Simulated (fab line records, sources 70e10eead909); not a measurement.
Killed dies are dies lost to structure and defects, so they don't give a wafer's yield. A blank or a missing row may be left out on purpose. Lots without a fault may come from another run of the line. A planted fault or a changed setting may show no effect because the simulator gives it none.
Chamber matching | flow nand_harc | NHARC_P_BONDPAD_CMP_19 on cmp-03: 4 sister chambers
The step polishes, t overpolish 30 s, cu recess touch 16 s, target thk 160.81 nm. 8 wafers are shown with their chamber, then 11 later ones without.

WAFERS WITH THEIR CHAMBER
wafer  | chamber | motor_current_A (A) | overpolish_run_s (s)
L075.2 | 0       | 11.1                | 30.009
L083.2 | 2       | 11.2                | 29.997
L083.6 | 2       | 11.2                | 29.991
L086.6 | 0       | 11.7                | 30.000
L085.1 | 1       | 9.9                 | 29.992
L085.2 | 3       | 12.1                | 30.012
L085.6 | 3       | 11.2                | 29.986
L088.1 | 1       | 9.5                 | 29.999

WAFERS WITHOUT THEIR CHAMBER
wafer  | motor_current_A (A) | overpolish_run_s (s)
L088.3 | 12.1                | 29.994
L088.6 | 12.2                | 30.001
L090.1 | 9.6                 | 30.007
L090.3 | 11.8                | 29.990
L090.5 | 11.7                | 29.999
L092.3 | 9.4                 | 30.006
L092.4 | 12.0                | 30.002
L092.6 | 9.4                 | 29.994
L095.1 | 11.6                | 30.003
L095.4 | 11.7                | 30.004
L095.5 | 12.2                | 29.988

WHICH CHAMBER EACH WENT THROUGH
wafer  | from the rows above          | in truth
L088.3 | can't be placed: 3 or 0 or 2 | 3
L088.6 | can't be placed: 3 or 0 or 2 | 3
L090.1 | 1                            | 1
L090.3 | can't be placed: 3 or 2 or 0 | 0
L090.5 | can't be placed: 3 or 0 or 2 | 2
L092.3 | 1                            | 1
L092.4 | can't be placed: 3 or 0 or 2 | 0
L092.6 | 1                            | 1
L095.1 | can't be placed: 3 or 0 or 2 | 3
L095.4 | can't be placed: 3 or 0 or 2 | 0
L095.5 | can't be placed: 3 or 2 or 0 | 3
Placed correctly: 3 of 11. Can't be placed from these rows: 8 (the true chamber is among the candidates in 8). Placed wrongly: 0.
How it was worked out, from the rows above alone: a wafer's distance from a chamber is the root of the sum, over the readings, of the square of ((its reading less the chamber's mean) divided by the reading's scatter). The wafer belongs to the nearest chamber; if the next one is less than 2 further off, it can't be placed. A chamber's mean is the mean of its shown wafers. The scatter: the root of (the sum of the squares of (reading less its chamber's mean) over the shown wafers, divided by (wafers less chambers)).
